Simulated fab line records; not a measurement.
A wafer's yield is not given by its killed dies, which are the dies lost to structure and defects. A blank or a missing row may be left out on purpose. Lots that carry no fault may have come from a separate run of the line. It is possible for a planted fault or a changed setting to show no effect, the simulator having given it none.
Chamber matching | flow n5_finfet | N5_BEOL_M9_DESCUM_16 on rie_diel-03 has 4 sister chambers
The step chemistry O2, time 7.9 s. 14 wafers are shown with their chamber, then 7 later ones without.

== EACH WAFER AND ITS CHAMBER ==
wafer  | chamber | drypump_motor_current_A (A) | showerhead_plenum_p_Torr (Torr) | throttle_valve_pct (%)
L074.2 | 0       | 6.2                         | 2.05                            | 20.16
L074.3 | 2       | 5.7                         | 2.16                            | 20.16
L074.4 | 3       | 5.4                         | 2.08                            | 20.62
L075.4 | 2       | 5.7                         | 2.16                            | 20.17
L075.5 | 1       | 5.1                         | 2.11                            | 20.23
L075.6 | 0       | 6.2                         | 2.05                            | 20.18
L089.3 | 2       | 5.8                         | 2.15                            | 20.19
L089.4 | 0       | 6.2                         | 2.05                            | 20.18
L089.5 | 0       | 6.3                         | 2.05                            | 20.19
L087.2 | 3       | 5.4                         | 2.07                            | 20.69
L087.4 | 0       | 6.3                         | 2.05                            | 20.20
L087.5 | 2       | 5.8                         | 2.15                            | 20.21
L094.1 | 2       | 5.7                         | 2.14                            | 20.23
L094.2 | 1       | 5.1                         | 2.10                            | 20.30

SIGNATURES (means of the wafers above)
reading                  | chamber 0 | chamber 1 | chamber 2 | chamber 3 | scatter within a chamber
drypump_motor_current_A  | 6.240     | 5.100     | 5.740     | 5.400     | 0.049
showerhead_plenum_p_Torr | 2.0500    | 2.1050    | 2.1520    | 2.0750    | 0.00616
throttle_valve_pct       | 20.1820   | 20.2650   | 20.1920   | 20.6550   | 0.0301
Rule: for each reading, subtract the chamber's mean from the wafer's reading, divide by that reading's scatter and square the result; add these up over the readings and take the root, which gives the wafer's distance from the chamber. If the next closest chamber is less than 2 further off than the closest, the wafer can't be placed; otherwise it belongs to the closest. The scatter: take each reading less its chamber's mean, square it, sum over the shown wafers, divide by the number of wafers less the number of chambers, and take the root.

== WAFERS WITHOUT THEIR CHAMBER ==
wafer  | drypump_motor_current_A (A) | showerhead_plenum_p_Torr (Torr) | throttle_valve_pct (%)
L094.3 | 5.5                         | 2.07                            | 20.69
L095.2 | 5.7                         | 2.14                            | 20.21
L095.3 | 5.4                         | 2.07                            | 20.68
L095.6 | 5.7                         | 2.14                            | 20.22
L097.1 | 5.4                         | 2.06                            | 20.69
L097.3 | 5.7                         | 2.14                            | 20.24
L097.6 | 5.1                         | 2.10                            | 20.30

== EACH ONE'S CHAMBER ==
wafer  | from the rows above | in truth
L094.3 | 3                   | 3
L095.2 | 2                   | 2
L095.3 | 3                   | 3
L095.6 | 2                   | 2
L097.1 | 3                   | 3
L097.3 | 2                   | 2
L097.6 | 1                   | 1
7 of 7 placed correctly. Not placeable from these rows: 0. Placed wrongly: 0.
